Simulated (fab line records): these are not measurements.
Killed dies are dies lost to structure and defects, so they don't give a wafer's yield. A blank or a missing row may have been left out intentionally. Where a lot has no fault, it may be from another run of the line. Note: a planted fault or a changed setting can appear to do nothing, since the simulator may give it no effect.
Split-lot study | flow n5 finfet | on a route of 1938 steps: 7 lots, 21 wafers read

## THE SPLIT ITSELF
At N5_BEOL_M2_TRENCH_ETCH_37 (etches SiOC in C4F6/O2, target depth 55.555 nm, time 29.2 s), the setting time s was moved away from the recipe's 29.2 s on 9 of the 21 wafers read, by -19.9% to +17.4%. This setting was run at the recipe's value on the other wafers.

## FROM THE SPLIT TO THE READING: what the file shows between them, 9 steps
- N5_BEOL_M2_ETCH_41: etches SiCN in CH3F/O2, target depth 29.9 nm, time 52.5 s
- N5_BEOL_M2_STRIP_97: strips in N2/H2, time 10 s
- N5_BEOL_M2_PRECLEAN_42: cleans in residue remover, time 60 s
- N5_BEOL_M2_SRD_43: time 30 s
- N5_BEOL_M2_CD_MEAS_35: target cd 18 nm, target cd y 22.2 nm
- N5_BEOL_M2_DEGAS_44: time 60 s
- N5_BEOL_M2_PRE_CLEAN_45: time 30 s
- N5_BEOL_M2_ECD_50: material Cu, target thk 300 nm
- N5_BEOL_M2_ANNEAL_51: time 90 s

## THE READING
Cu_of_BEOL_M2_ECD_50.thk nm (the simulator's own value, which no gauge read), in nm, at N5_BEOL_M2_CMP_52 (polishes, stops on SiOC, t overpolish 6.8 s, target thk 40 nm). The file gives no usual value for it. The 12 wafers here that ran the recipe average 39.8 nm, standard deviation 1.2 nm.

wafer  | tool, chamber at the split | time s as run, s | against the recipe | Cu_of_BEOL_M2_ECD_50.thk nm, nm | against lot-mates on the recipe
L076.3 | rie diel-02, 2             | 29.2             | recipe             | 41                              | -
L076.5 | rie diel-02, 1             | 29.2             | recipe             | 40.2                            | -
L076.6 | rie diel-02, 0             | 29.2             | recipe             | 39.8                            | -
L080.2 | rie diel-03, 2             | 34.28            | +17.4%             | 46.8                            | +9.2
L080.6 | rie diel-03, 1             | 34.28            | +17.4%             | 46.6                            | +9.0
L080.5 | rie diel-03, 2             | 29.2             | recipe             | 37.6                            | -
L082.3 | rie diel-03, 3             | 29.2             | recipe             | 39.8                            | -
L082.6 | rie diel-03, 3             | 29.2             | recipe             | 37.8                            | -
L082.5 | rie diel-03, 0             | 29.2             | recipe             | 40                              | -
L084.1 | rie diel-03, 0             | 29.2             | recipe             | 39.8                            | -
L084.2 | rie diel-03, 3             | 23.38            | -19.9%             | 28.6                            | -11.2
L084.6 | rie diel-03, 3             | 23.38            | -19.9%             | 28.4                            | -11.4
L094.4 | rie diel-03, 1             | 29.2             | recipe             | 38.6                            | -
L094.1 | rie diel-03, 3             | 29.2             | recipe             | 40.2                            | -
L094.5 | rie diel-03, 0             | 29.2             | recipe             | 41.2                            | -
L089.1 | rie diel-04, 0             | 24.39            | -16.5%             | 30.6                            | no lot-mate on the recipe
L089.4 | rie diel-04, 1             | 24.39            | -16.5%             | 32                              | no lot-mate on the recipe
L089.6 | rie diel-04, 2             | 24.39            | -16.5%             | 30.2                            | no lot-mate on the recipe
L091.3 | rie diel-04, 2             | 29.2             | recipe             | 41.6                            | -
L091.4 | rie diel-04, 0             | 23.89            | -18.2%             | 31.2                            | -10.4
L091.5 | rie diel-04, 3             | 23.89            | -18.2%             | 30.8                            | -10.8

FIT RESULTS
A straight line over all 21 wafers: Cu_of_BEOL_M2_ECD_50.thk nm changes by +0.491 nm for each +1% of time s; r = +0.98; the points scatter about the line by 1.2 nm.
The same after taking each lot's own level away (the mean of its wafers on the recipe; 18 wafers): +0.556 nm for each +1%; r = +0.99; scatter 0.71 nm.
Per that fit: largest time s move, reading shift of 11 nm.
Across the lots, their own levels run from 37.60 to 41.60 nm, a range of 3.3 times the standard deviation given above.
In other words, the slope is changed by the lot-to-lot level; the two fits disagree.
Check: -11.2 nm against its lot-mates is what the line predicts for one of the wafers moved furthest among these (-19.9%) when that wafer is left out of the fit. It came out at -11.2 nm against them.

## OTHER SPLITS ON THESE WAFERS
Before the reading, these wafers also passed through other splits. Each is held against what the fit with the lots' levels taken away leaves over:
other split on the same wafers | wafers away from the commonest value | r with Cu_of_BEOL_M2_ECD_50.thk nm (lot level and that fit taken away)
N5_BEOL_M2_ETCH_64 bias w      | 7                                    | +0.09

## THE WHOLE CHAIN: every reading that the file lists as answering this split, in the file's order
step                      | what it does                                                  | reading                                                                      | change (the file's fit)               | r (the file's)
N5_BEOL_M2_TRENCH_ETCH_37 | etches SiOC in C4F6/O2, target depth 55.555 nm, time 29.2 s   | etch.depth nm (the simulator's own value, which no gauge read)               | +0.533 nm for each +1% of the setting | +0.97
N5_BEOL_M2_TRENCH_ETCH_37 | etches SiOC in C4F6/O2, target depth 55.555 nm, time 29.2 s   | BEOL_M2.feature depth nm (the simulator's own value, which no gauge read)    | +0.534 nm for each +1% of the setting | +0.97
N5_BEOL_M2_CMP_52         | polishes, stops on SiOC, t overpolish 6.8 s, target thk 40 nm | Cu_of_BEOL_M2_ECD_50.thk nm (the simulator's own value, which no gauge read) | +0.559 nm for each +1% of the setting | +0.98

## FILE'S OWN FIT
Cu_of_BEOL_M2_ECD_50.thk nm changes by +0.559 nm for each +1% of time s, r = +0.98.
